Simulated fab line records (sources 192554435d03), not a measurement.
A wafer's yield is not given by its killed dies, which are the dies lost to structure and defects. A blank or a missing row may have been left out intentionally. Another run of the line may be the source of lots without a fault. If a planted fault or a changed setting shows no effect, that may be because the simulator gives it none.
Matching of chambers + flow n5_finfet + N5_BEOL_M5_PECVD_70 on pecvd-04 has 3 sister chambers
The step deposits SiO2 from TEOS/O2, target thk 16 nm, time 18 s. 16 wafers are shown with their chamber, then 8 later ones without.

== EACH WAFER AND ITS CHAMBER ==
| wafer  | chamber | throttle_valve_pct (%) | showerhead_plenum_p_Torr (Torr) | heater_power_w (W) |
|--------|---------|------------------------|---------------------------------|--------------------|
| L077.1 | 1       | 26.3                   | 8.90                            | 647                |
| L077.3 | 0       | 22.6                   | 8.78                            | 671                |
| L077.6 | 2       | 22.6                   | 8.77                            | 845                |
| L075.2 | 1       | 26.0                   | 8.91                            | 561                |
| L075.4 | 0       | 22.6                   | 8.77                            | 680                |
| L075.6 | 1       | 26.1                   | 8.92                            | 564                |
| L080.1 | 0       | 22.7                   | 8.79                            | 648                |
| L080.3 | 2       | 22.5                   | 8.79                            | 739                |
| L080.6 | 0       | 22.5                   | 8.77                            | 646                |
| L081.2 | 1       | 26.3                   | 8.93                            | 548                |
| L081.3 | 2       | 22.9                   | 8.76                            | 851                |
| L081.5 | 2       | 22.7                   | 8.78                            | 842                |
| L084.1 | 1       | 26.2                   | 8.91                            | 622                |
| L084.2 | 2       | 22.7                   | 8.79                            | 760                |
| L084.6 | 1       | 26.1                   | 8.92                            | 622                |
| L087.1 | 0       | 22.9                   | 8.76                            | 661                |

SIGNATURES (averages over the wafers above)
| reading                  | chamber 0 | chamber 1 | chamber 2 | scatter within a chamber |
|--------------------------|-----------|-----------|-----------|--------------------------|
| throttle_valve_pct       | 22.660    | 26.167    | 22.680    | 0.14                     |
| showerhead_plenum_p_Torr | 8.7740    | 8.9150    | 8.7780    | 0.0116                   |
| heater_power_w           | 661.20    | 594.00    | 807.40    | 40                       |
Rule: for a wafer and a chamber, the distance is found by dividing, reading by reading, the gap between the wafer's reading and the chamber's mean by the reading's scatter, squaring, summing and taking the root. If the next closest chamber is less than 2 further off than the closest, the wafer can't be placed; otherwise it belongs to the closest. The scatter: take each reading less its chamber's mean, square it, sum over the shown wafers, divide by the number of wafers less the number of chambers, and take the root.

== WAFERS WHOSE CHAMBER IS MISSING ==
| wafer  | throttle_valve_pct (%) | showerhead_plenum_p_Torr (Torr) | heater_power_w (W) |
|--------|------------------------|---------------------------------|--------------------|
| L087.3 | 26.3                   | 8.95                            | 650                |
| L087.6 | 23.0                   | 8.80                            | 838                |
| L091.3 | 22.5                   | 8.78                            | 669                |
| L091.5 | 22.8                   | 8.79                            | 735                |
| L091.6 | 26.2                   | 8.91                            | 635                |
| L092.3 | 22.9                   | 8.77                            | 656                |
| L092.4 | 22.8                   | 8.78                            | 818                |
| L092.6 | 26.3                   | 8.90                            | 616                |

== EACH ONE'S CHAMBER ==
| wafer  | from the rows above     | in truth |
|--------|-------------------------|----------|
| L087.3 | 1                       | 1        |
| L087.6 | 2                       | 2        |
| L091.3 | 0                       | 0        |
| L091.5 | can't be placed: 2 or 0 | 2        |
| L091.6 | 1                       | 1        |
| L092.3 | 0                       | 0        |
| L092.4 | 2                       | 2        |
| L092.6 | 1                       | 1        |
Placed correctly: 7 of 8. Unplaceable from these rows: 1, with the true chamber sitting among the candidates in 1. 0 placed wrongly.
